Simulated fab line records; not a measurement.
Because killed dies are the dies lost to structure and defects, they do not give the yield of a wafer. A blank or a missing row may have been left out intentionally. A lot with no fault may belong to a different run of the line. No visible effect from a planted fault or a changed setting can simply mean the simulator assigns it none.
Which tool is to blame? :: flow nand-harc :: Sampling: 14 lots, 42 wafers, 4 of 1302 route steps

## WHAT THE GAUGES READ, wafer by wafer
NHARC_A_M1_CD_MEAS_09 targets a cd of 120 nm. Usual: cd-nm at 120.1 nm, with a standard deviation of 0.53.
lot: L230
measured: day 22 18:35
on: cd-sem-02
cd-nm (nm): 120.5 120.2 120.8
flag: 

lot: L233
measured: day 23 16:56
on: cd-sem-03
cd-nm (nm): 119.7 119.3 119.9
flag: 

lot: L234
measured: day 24 06:05
on: cd-sem-03
cd-nm (nm): 119.5 120.1 120.7
flag: 

lot: L235
measured: day 25 16:35
on: cd-sem-01
cd-nm (nm): 120.6 119.7 119.6
flag: 

lot: L236
measured: day 25 17:12
on: cd-sem-03
cd-nm (nm): 120.2 120.6 120.8
flag: 

lot: L238
measured: day 26 21:14
on: cd-sem-03
cd-nm (nm): 119.7 119.6 119.7
flag: 

lot: L239
measured: day 27 03:18
on: cd-sem-03
cd-nm (nm): 120.9 120.9 121.0
flag: 

lot: L240
measured: day 27 04:17
on: cd-sem-01
cd-nm (nm): 119.5 120.3 120.5
flag: 

lot: L242
measured: day 27 22:27
on: cd-sem-03
cd-nm (nm): 120.0 119.7 119.7
flag: 

lot: L249
measured: day 30 02:35
on: cd-sem-01
cd-nm (nm): 120.2 120.6 120.7
flag: 

lot: L250
measured: day 31 07:00
on: cd-sem-02
cd-nm (nm): 46.0 45.6 45.3
flag: OFF

lot: L251
measured: day 31 20:41
on: cd-sem-02
cd-nm (nm): 52.9 52.7 52.0
flag: OFF

lot: L252
measured: day 32 00:43
on: cd-sem-03
cd-nm (nm): 120.8 120.4 120.9
flag: 

lot: L253
measured: day 32 03:51
on: cd-sem-03
cd-nm (nm): 119.8 119.4 120.4
flag: 

## TOOL THAT RAN EACH LOT (tool first, then ch and the chambers of the sampled wafers, then the start)
lot: L230
NHARC_A_M0_DESCUM_14: rie-diel-11 ch 0,2, day 22 14:37
NHARC_A_M0_PRE_CLEAN_29: pvd-sputter-01, day 22 18:31 or earlier
NHARC_A_M1_PEB_07: litho-track-01 ch 0, day 22 18:31

lot: L233
NHARC_A_M0_DESCUM_14: rie-diel-07 ch 0,3, day 23 13:11
NHARC_A_M0_PRE_CLEAN_29: pvd-sputter-02, day 23 16:52 or earlier
NHARC_A_M1_PEB_07: litho-track-01 ch 0, day 23 16:52

lot: L234
NHARC_A_M0_DESCUM_14: rie-diel-11 ch 1,2, day 24 02:06
NHARC_A_M0_PRE_CLEAN_29: pvd-sputter-01, day 24 06:01 or earlier
NHARC_A_M1_PEB_07: litho-track-06 ch 0, day 24 06:01

lot: L235
NHARC_A_M0_DESCUM_14: rie-diel-11 ch 0,1,2, day 25 12:43
NHARC_A_M0_PRE_CLEAN_29: pvd-sputter-03, day 25 16:30 or earlier
NHARC_A_M1_PEB_07: litho-track-04 ch 0, day 25 16:30

lot: L236
NHARC_A_M0_DESCUM_14: rie-diel-07 ch 1,2, day 25 13:19
NHARC_A_M0_PRE_CLEAN_29: pvd-sputter-02, day 25 17:07 or earlier
NHARC_A_M1_PEB_07: litho-track-01 ch 0, day 25 17:07

lot: L238
NHARC_A_M0_DESCUM_14: rie-diel-07 ch 0,1,3, day 26 17:23
NHARC_A_M0_PRE_CLEAN_29: pvd-sputter-01, day 26 21:10 or earlier
NHARC_A_M1_PEB_07: litho-track-06 ch 0, day 26 21:10

lot: L239
NHARC_A_M0_DESCUM_14: rie-diel-06 ch 0,2,3, day 26 23:27
NHARC_A_M0_PRE_CLEAN_29: pvd-sputter-02, day 27 03:13 or earlier
NHARC_A_M1_PEB_07: litho-track-06 ch 0, day 27 03:13

lot: L240
NHARC_A_M0_DESCUM_14: rie-diel-06 ch 0,1,3, day 27 00:25
NHARC_A_M0_PRE_CLEAN_29: pvd-sputter-02, day 27 04:12 or earlier
NHARC_A_M1_PEB_07: litho-track-04 ch 0, day 27 04:12

lot: L242
NHARC_A_M0_DESCUM_14: rie-diel-06 ch 1,2, day 27 18:36
NHARC_A_M0_PRE_CLEAN_29: pvd-sputter-01, day 27 22:23 or earlier
NHARC_A_M1_PEB_07: litho-track-06 ch 0, day 27 22:23

lot: L249
NHARC_A_M0_DESCUM_14: rie-diel-07 ch 0,1,3, day 29 22:43
NHARC_A_M0_PRE_CLEAN_29: pvd-sputter-01, day 30 02:30 or earlier
NHARC_A_M1_PEB_07: litho-track-01 ch 0, day 30 02:30

lot: L250
NHARC_A_M0_DESCUM_14: rie-diel-07 ch 0,2,3, day 31 03:05
NHARC_A_M0_PRE_CLEAN_29: pvd-sputter-02, day 31 06:55 or earlier
NHARC_A_M1_PEB_07: litho-track-06 ch 0, day 31 06:55

lot: L251
NHARC_A_M0_DESCUM_14: rie-diel-11 ch 0,1,2, day 31 16:56
NHARC_A_M0_PRE_CLEAN_29: pvd-sputter-01, day 31 20:37 or earlier
NHARC_A_M1_PEB_07: litho-track-06 ch 0, day 31 20:37

lot: L252
NHARC_A_M0_DESCUM_14: rie-diel-06 ch 1,2, day 31 20:50
NHARC_A_M0_PRE_CLEAN_29: pvd-sputter-02, day 32 00:38 or earlier
NHARC_A_M1_PEB_07: litho-track-01 ch 0, day 32 00:38

lot: L253
NHARC_A_M0_DESCUM_14: rie-diel-06 ch 2,3, day 31 23:58
NHARC_A_M0_PRE_CLEAN_29: pvd-sputter-01, day 32 03:46 or earlier
NHARC_A_M1_PEB_07: litho-track-04 ch 0, day 32 03:46
- NHARC_A_M0_DESCUM_14: chemistry O2, time 3 s.
- NHARC_A_M0_PRE_CLEAN_29: time 30 s.
- NHARC_A_M1_PEB_07: peb time 65 s.

## AS READ BY THE TOOLS THEMSELVES (means over the sampled wafers that have a number; for cases with no such wafer, the mark the record gives instead)
NHARC_A_M0_DESCUM_14. Usual: drypump-motor-current-A 5.8 A, standard deviation 0.48; oes-product-au 1.001 a.u., standard deviation 0.0072; rf-vpp-V 57.8 V, standard deviation 0.9; showerhead-plenum-p-Torr 1.95 Torr, standard deviation 0.076; throttle-valve-pct 11.312 %, standard deviation 0.0091.
lot: L230
tool: rie-diel-11
drypump-motor-current-A (A): 5.6
oes-product-au (a.u.): 0.999
rf-vpp-V (V): 57.5
showerhead-plenum-p-Torr (Torr): 1.92
throttle-valve-pct (%): 11.299
flag: 

lot: L233
tool: rie-diel-07
drypump-motor-current-A (A): 5.9
oes-product-au (a.u.): 1.015
rf-vpp-V (V): 58.4
showerhead-plenum-p-Torr (Torr): 2.00
throttle-valve-pct (%): 11.296
flag: 

lot: L234
tool: rie-diel-11
drypump-motor-current-A (A): 6.3
oes-product-au (a.u.): 1.007
rf-vpp-V (V): 57.0
showerhead-plenum-p-Torr (Torr): 1.85
throttle-valve-pct (%): 11.311
flag: 

lot: L235
tool: rie-diel-11
drypump-motor-current-A (A): 5.8
oes-product-au (a.u.): 0.996
rf-vpp-V (V): 57.5
showerhead-plenum-p-Torr (Torr): 1.89
throttle-valve-pct (%): 11.315
flag: 

lot: L236
tool: rie-diel-07
drypump-motor-current-A (A): 5.7
oes-product-au (a.u.): 1.001
rf-vpp-V (V): 57.3
showerhead-plenum-p-Torr (Torr): 1.87
throttle-valve-pct (%): 11.316
flag: 

lot: L238
tool: rie-diel-07
drypump-motor-current-A (A): 5.9
oes-product-au (a.u.): 1.004
rf-vpp-V (V): 57.7
showerhead-plenum-p-Torr (Torr): 1.97
throttle-valve-pct (%): 11.309
flag: 

lot: L239
tool: rie-diel-06
drypump-motor-current-A (A): 5.8
oes-product-au (a.u.): 1.005
rf-vpp-V (V): 58.0
showerhead-plenum-p-Torr (Torr): 1.99
throttle-valve-pct (%): 11.315
flag: 

lot: L240
tool: rie-diel-06
drypump-motor-current-A (A): 5.5
oes-product-au (a.u.): 1.001
rf-vpp-V (V): 58.8
showerhead-plenum-p-Torr (Torr): 2.04
throttle-valve-pct (%): 11.310
flag: 

lot: L242
tool: rie-diel-06
drypump-motor-current-A (A): 5.8
oes-product-au (a.u.): 1.006
rf-vpp-V (V): 57.1
showerhead-plenum-p-Torr (Torr): 1.95
throttle-valve-pct (%): 11.318
flag: 

lot: L249
tool: rie-diel-07
drypump-motor-current-A (A): 5.9
oes-product-au (a.u.): 0.999
rf-vpp-V (V): 58.4
showerhead-plenum-p-Torr (Torr): 1.97
throttle-valve-pct (%): 11.306
flag: 

lot: L250
tool: rie-diel-07
drypump-motor-current-A (A): 5.9
oes-product-au (a.u.): 0.997
rf-vpp-V (V): 58.0
showerhead-plenum-p-Torr (Torr): 1.95
throttle-valve-pct (%): 11.315
flag: 

lot: L251
tool: rie-diel-11
drypump-motor-current-A (A): 5.8
oes-product-au (a.u.): 1.004
rf-vpp-V (V): 57.2
showerhead-plenum-p-Torr (Torr): 1.89
throttle-valve-pct (%): 11.313
flag: 

lot: L252
tool: rie-diel-06
drypump-motor-current-A (A): 5.8
oes-product-au (a.u.): 0.996
rf-vpp-V (V): 57.2
showerhead-plenum-p-Torr (Torr): 1.95
throttle-valve-pct (%): 11.309
flag: 

lot: L253
tool: rie-diel-06
drypump-motor-current-A (A): 5.9
oes-product-au (a.u.): 1.000
rf-vpp-V (V): 58.7
showerhead-plenum-p-Torr (Torr): 2.00
throttle-valve-pct (%): 11.305
flag: 

NHARC_A_M0_PRE_CLEAN_29. Usual: heater-power-w at 415 W, with a standard deviation of 49.
lot: L230
tool: pvd-sputter-01
heater-power-w (W): 434
flag: 

lot: L233
tool: pvd-sputter-02
heater-power-w (W): 429
flag: 

lot: L234
tool: pvd-sputter-01
heater-power-w (W): 374
flag: 

lot: L235
tool: pvd-sputter-03
heater-power-w (W): 393
flag: 

lot: L236
tool: pvd-sputter-02
heater-power-w (W): 421
flag: 

lot: L238
tool: pvd-sputter-01
heater-power-w (W): 362
flag: 

lot: L239
tool: pvd-sputter-02
heater-power-w (W): 429
flag: 

lot: L240
tool: pvd-sputter-02
heater-power-w (W): 425
flag: 

lot: L242
tool: pvd-sputter-01
heater-power-w (W): 495
flag: 

lot: L249
tool: pvd-sputter-01
heater-power-w (W): 388
flag: 

lot: L250
tool: pvd-sputter-02
heater-power-w (W): 421
flag: 

lot: L251
tool: pvd-sputter-01
heater-power-w (W): 403
flag: 

lot: L252
tool: pvd-sputter-02
heater-power-w (W): 423
flag: 

lot: L253
tool: pvd-sputter-01
heater-power-w (W): 416
flag: 

NHARC_A_M1_PEB_07. Usual: heater-power-total-W at 156.6 W, with a standard deviation of 0.42.
lot: L230
tool: litho-track-01
heater-power-total-W (W): 156.4
flag: 

lot: L233
tool: litho-track-01
heater-power-total-W (W): 156.6
flag: 

lot: L234
tool: litho-track-06
heater-power-total-W (W): 156.5
flag: 

lot: L235
tool: litho-track-04
heater-power-total-W (W): 156.3
flag: 

lot: L236
tool: litho-track-01
heater-power-total-W (W): 156.7
flag: 

lot: L238
tool: litho-track-06
heater-power-total-W (W): 156.7
flag: 

lot: L239
tool: litho-track-06
heater-power-total-W (W): 156.4
flag: 

lot: L240
tool: litho-track-04
heater-power-total-W (W): 156.6
flag: 

lot: L242
tool: litho-track-06
heater-power-total-W (W): 156.5
flag: 

lot: L249
tool: litho-track-01
heater-power-total-W (W): 156.4
flag: 

lot: L250
tool: litho-track-06
heater-power-total-W (W): 373.4
flag: OFF

lot: L251
tool: litho-track-06
heater-power-total-W (W): 372.9
flag: OFF

lot: L252
tool: litho-track-01
heater-power-total-W (W): 157.1
flag: 

lot: L253
tool: litho-track-04
heater-power-total-W (W): 156.8
flag: 

## THE ANSWER, worked out from the rows above alone
Rule: a lot is off if the mean of its wafers that have a number lies more than 3 standard deviations from the usual mean. A lot without any number at a reading at which 4 lots or more have one is off too. The other lots that the step has rows for count as sound. First the gauges in route order, then the tools' own readings, where a lot's mean is used as printed above. At the first step where some lot is off, the reading lying furthest off is the one used; lots without a number count as furthest.
Off: L250, L251, at NHARC_A_M1_CD_MEAS_09 (cd-nm).
If a tool, at a process step before that reading, ran all the lots that are off and no sound lot after the first of them, it fits. Not tried: the gauges at NHARC_A_M1_CD_MEAS_09; whatever is off there is also off at NHARC_A_M1_PEB_07, on other tools, and gauge error can't account for it. Because NHARC_A_M0_PRE_CLEAN_29 lacks a start for some lots, the hours and order of its lots are taken from NHARC_A_M1_PEB_07. One fits: litho-track-06 at NHARC_A_M1_PEB_07. Its last sound lot is L242 (day 27 22:23), its first lot that is off L250 (day 31 06:55): a fault that began between those two fits.
On the lots that are off, the tool's own readings at NHARC_A_M1_PEB_07 differ by more than 5 times the standard deviation of the sound lots' means, which bears it out; heater-power-total-W reads 373.1 W there versus 156.6 W on the sound lots.

## WHAT WAS PUT IN BY THE SIMULATOR
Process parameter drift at NHARC_A_M1_PEB_07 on litho-track-06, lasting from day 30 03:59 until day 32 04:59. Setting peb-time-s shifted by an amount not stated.
Lots struck among those shown: L250, L251. This agrees with what the rule above found.
